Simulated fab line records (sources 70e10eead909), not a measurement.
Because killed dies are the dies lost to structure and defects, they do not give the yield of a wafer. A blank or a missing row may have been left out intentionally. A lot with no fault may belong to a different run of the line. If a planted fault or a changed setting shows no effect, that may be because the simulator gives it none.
Matching of chambers | flow nand harc | NHARC_A_WL_FILL_ALD_00 on ald hk-03 has 4 sister chambers
The step deposits Al2O3, target thk 3 nm, pulse time 3 s, ald cycles 30. 4 wafers are shown with their chamber, then 6 later ones without.

== WAFERS PAIRED WITH THEIR CHAMBERS ==
wafer  | chamber | heater power w (W)
L627.4 | 2       | 457
L636.1 | 3       | 517
L636.3 | 0       | 437
L636.4 | 1       | 408

== WAFERS WITH NO CHAMBER GIVEN ==
wafer  | heater power w (W)
L639.1 | 443
L639.2 | 408
L639.4 | 430
L640.1 | 436
L640.3 | 427
L640.4 | 404

== WHICH CHAMBER EACH ONE RAN IN ==
wafer  | from the rows above     | in truth
L639.1 | can't be placed: 0 or 2 | 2
L639.2 | 1                       | 1
L639.4 | 0                       | 0
L640.1 | 0                       | 0
L640.3 | can't be placed: 0 or 1 | 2
L640.4 | 1                       | 1
Correctly placed: 4 of 6. Cannot be placed on the basis of these rows: 2; the candidates contain the true chamber in 1. Wrongly placed: 0.
How it was worked out, from the rows above alone: a wafer's distance from a chamber is the root of the sum, over the readings, of the square of ((its reading less the chamber's mean) divided by the reading's scatter). The wafer belongs to the nearest chamber; if the next one is less than 2 further off, it can't be placed. For every chamber, the mean is computed from those of its wafers that are shown. The scatter: with one shown wafer a chamber, the root of the mean of the squares of how far each hidden wafer lies from its nearest shown one.
